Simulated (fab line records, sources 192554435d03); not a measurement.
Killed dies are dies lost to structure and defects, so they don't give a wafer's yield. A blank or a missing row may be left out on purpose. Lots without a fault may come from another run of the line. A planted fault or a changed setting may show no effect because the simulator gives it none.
One fault seen from 3 desks | flow n5_finfet | each desk has only its own numbers; what lay behind them comes last

THE TOOL OWNER'S DESK: litho_track-01
The tool's own readings at N5_BEOL_M2_COAT_61 (time 60 s, resist thk 60 nm): means of the sampled wafers that have a number, for each lot that ran on this tool. A lot is out of limits, marked OUT, if its mean lies more than 4 standard deviations from the usual mean; the brackets give that distance.
Columns: A = spin_speed_rpm at N5_BEOL_M2_COAT_61, usual 1500.3 rpm
lot  | first seen here | A
L824 | day 7 07:38     | 1501.3
L826 | day 7 23:26     | 1499.9
L836 | day 10 18:59    | 1811.8 (+99 or more) OUT
L837 | day 10 19:13    | 1811.0 (+99 or more) OUT
This desk's finding: out of limits on L836, L837; first on L836, day 10 18:59 (spin_speed_rpm at N5_BEOL_M2_COAT_61). In limits: L824, L826.

THE METROLOGY DESK
What the gauges read, lot by lot, whatever tool the lot ran on: means of the sampled wafers that have a number. A lot is out of limits, marked OUT, if its mean lies more than 4 standard deviations from the usual mean; the brackets give that distance. Of its 10 readings 7 are shown: those that lie furthest out on some lot.
Columns: A = DIBL_N at N5_BEOL_M4_RC_MEAS_101, usual 35.8 mV/V; B = DIBL_P at N5_BEOL_M4_RC_MEAS_101, usual 36.0 mV/V; C = IOFF_N at N5_BEOL_M4_RC_MEAS_101, usual 0.151 nA/um; D = ION_N at N5_BEOL_M4_RC_MEAS_101, usual 673 uA/um; E = ION_P at N5_BEOL_M4_RC_MEAS_101, usual 463 uA/um; F = SS_N at N5_BEOL_M4_RC_MEAS_101, usual 71.5 mV/dec; G = VT_N at N5_BEOL_M4_RC_MEAS_101, usual 251 mV
lot  | first seen here | A    | B    | C     | D   | E   | F    | G
L822 | day 7 18:14     | 37.0 | 36.2 | 0.143 | 669 | 462 | 71.4 | 253
L823 | day 7 23:23     | 35.9 | 34.5 | 0.142 | 670 | 461 | 71.2 | 251
L824 | day 8 18:42     | 35.4 | 34.8 | 0.129 | 659 | 455 | 71.4 | 255
L826 | day 9 16:43     | 37.7 | 37.2 | 0.153 | 671 | 465 | 71.5 | 252
L832 | day 10 23:20    | 34.3 | 35.9 | 0.149 | 675 | 467 | 71.4 | 251
L836 | day 11 21:02    | 37.1 | 36.5 | 0.160 | 671 | 459 | 71.4 | 250
L837 | day 12 12:33    | 37.6 | 39.0 | 0.186 | 686 | 473 | 72.1 | 247
L839 | day 12 13:26    | 33.8 | 33.5 | 0.125 | 668 | 459 | 70.7 | 254
L841 | day 12 20:47    | 34.6 | 34.8 | 0.134 | 662 | 458 | 71.1 | 252
L842 | day 13 10:53    | 35.8 | 37.4 | 0.176 | 681 | 466 | 72.2 | 248
L843 | day 13 18:34    | 36.2 | 36.0 | 0.177 | 684 | 472 | 71.8 | 248
This desk's finding: nothing out of limits on any of the 11 lots.

THE DEFECT DESK
What the inspections along the route counted, lot by lot: means of the sampled wafers that have a number. A lot is out of limits, marked OUT, if its mean lies more than 4 standard deviations from the usual mean; the brackets give that distance.
Columns: A = raw_defect_count at N5_BEOL_M1_INSPECT_59, usual 66
lot  | first seen here | A
L822 | day 6 13:46     | 60
L823 | day 6 18:58     | 53
L824 | day 7 07:05     | 91
L826 | day 7 23:06     | 65
L832 | day 9 02:10     | 46
L836 | day 10 15:02    | 50
L837 | day 10 15:19    | 68
L839 | day 11 03:46    | 80
L841 | day 11 08:01    | 66
L842 | day 11 18:10    | 44
L843 | day 11 20:50    | 49
This desk's finding: nothing out of limits on any of the 11 lots.

PUT TOGETHER
The tool owner's desk could have raised an alarm at day 10 18:59, on L836, L837.
The metrology desk saw nothing out of limits.
The defect desk saw nothing out of limits.
The metrology desk has L836, L837 on record, within its limits.
The defect desk has L836, L837 on record, within its limits.
Of the lots named, all ran N5_BEOL_M2_COAT_61 on litho_track-01.

WHAT THE SIMULATOR HAD PUT IN
Process parameter drift: litho_track-01, from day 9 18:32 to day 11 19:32, at N5_BEOL_M2_COAT_61. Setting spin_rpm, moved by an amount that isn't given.
Lots struck among those shown: L836, L837.
Hours from the fault's start to each desk's first reading out of limits: the tool owner's desk, 24.
